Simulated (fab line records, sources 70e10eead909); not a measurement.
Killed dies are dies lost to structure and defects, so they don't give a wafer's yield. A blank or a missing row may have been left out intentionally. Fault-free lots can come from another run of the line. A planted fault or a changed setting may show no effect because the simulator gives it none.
Matching of chambers -- flow nandHarc -- NHARC_P_M0_DEP_32 on pecvd-03: 3 sister chambers
The step deposits SiCN, target thk 30 nm. 14 wafers are shown with their chamber, then 7 later ones without.

== EACH WAFER AND ITS CHAMBER ==
wafer,chamber,heaterPowerW (W),heaterPowerOuterW (W)
L388.1,1,615,374
L388.2,2,589,366
L388.4,0,522,300
L390.2,2,588,350
L390.5,0,599,355
L390.6,1,573,332
L391.2,1,584,345
L391.3,0,598,341
L391.6,2,493,282
L394.3,1,586,341
L394.5,0,564,337
L394.6,2,606,362
L396.2,0,569,347
L396.5,2,576,339

SIGNATURES, as means of the wafers listed above
reading,chamber 0,chamber 1,chamber 2,scatter within a chamber
heaterPowerW,570.40,589.50,570.40,34.2
heaterPowerOuterW,336.00,348.00,339.80,26
Rule: for each reading, subtract the chamber's mean from the wafer's reading, divide by that reading's scatter and square the result; add these up over the readings and take the root, which gives the wafer's distance from the chamber. The wafer belongs to the nearest chamber; if the next one is less than 2 further off, it can't be placed. The scatter is the square root of a quotient: the sum, over the shown wafers, of each reading's squared deviation from its chamber's mean, divided by wafers minus chambers.

== WAFERS MISSING THEIR CHAMBER ==
wafer,heaterPowerW (W),heaterPowerOuterW (W)
L396.6,626,379
L398.1,565,336
L398.3,514,288
L398.6,583,335
L408.4,605,375
L408.5,595,353
L408.6,553,317

== CHAMBER TAKEN BY EACH ==
wafer,from the rows above,in truth
L396.6,can't be placed: 1 or 2 or 0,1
L398.1,can't be placed: 0 or 2 or 1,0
L398.3,can't be placed: 0 or 2 or 1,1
L398.6,can't be placed: 0 or 2 or 1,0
L408.4,can't be placed: 1 or 2 or 0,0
L408.5,can't be placed: 1 or 2 or 0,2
L408.6,can't be placed: 0 or 2 or 1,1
Placed correctly: 0 of 7. Not placeable from these rows: 7 (in 7, the candidates include the true chamber). Number placed wrongly: 0.
